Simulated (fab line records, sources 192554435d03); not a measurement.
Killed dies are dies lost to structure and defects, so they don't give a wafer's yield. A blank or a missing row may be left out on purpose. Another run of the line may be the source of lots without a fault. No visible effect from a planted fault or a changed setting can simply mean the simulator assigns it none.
Matching of chambers | flow n5-finfet | 4 sister chambers for N5_MIM_TOP_ALD_00 on ald-hk-03
The step deposits Al2O3, purge time 3 s, co reactant pulse time 3 s. 8 wafers are shown with their chamber, then 8 later ones without.

== WAFERS WITH THEIR CHAMBER ==
wafer  | chamber | precursor-pulse-height-rel
L081.1 | 0       | 0.998
L081.3 | 1       | 1.030
L081.6 | 0       | 0.983
L083.4 | 1       | 0.988
L083.6 | 2       | 1.003
L085.1 | 2       | 0.995
L085.6 | 3       | 0.984
L088.1 | 3       | 0.998

== WAFERS WITH NO CHAMBER GIVEN ==
wafer  | precursor-pulse-height-rel
L088.2 | 0.998
L088.4 | 1.014
L096.1 | 0.985
L096.5 | 1.035
L096.6 | 0.978
L097.1 | 1.004
L097.2 | 1.032
L097.6 | 0.976

== EACH ONE'S CHAMBER ==
wafer  | from the rows above               | in truth
L088.2 | can't be placed: 2 or 3 or 0 or 1 | 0
L088.4 | can't be placed: 1 or 2 or 3 or 0 | 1
L096.1 | can't be placed: 0 or 3 or 2 or 1 | 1
L096.5 | can't be placed: 1 or 2 or 3 or 0 | 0
L096.6 | can't be placed: 0 or 3 or 2 or 1 | 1
L097.1 | can't be placed: 1 or 2 or 3 or 0 | 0
L097.2 | can't be placed: 1 or 2 or 3 or 0 | 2
L097.6 | can't be placed: 0 or 3 or 2 or 1 | 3
Correctly placed: 0 of 8. Unplaceable from these rows: 8, with the true chamber sitting among the candidates in 8. Number placed wrongly: 0.
How it was worked out, from the rows above alone: a wafer's distance from a chamber is the root of the sum, over the readings, of the square of ((its reading less the chamber's mean) divided by the reading's scatter). If the next closest chamber is less than 2 further off than the closest, the wafer can't be placed; otherwise it belongs to the closest. Each chamber's mean is taken over the wafers shown for it. The scatter: the root of (the sum of the squares of (reading less its chamber's mean) over the shown wafers, divided by (wafers less chambers)).
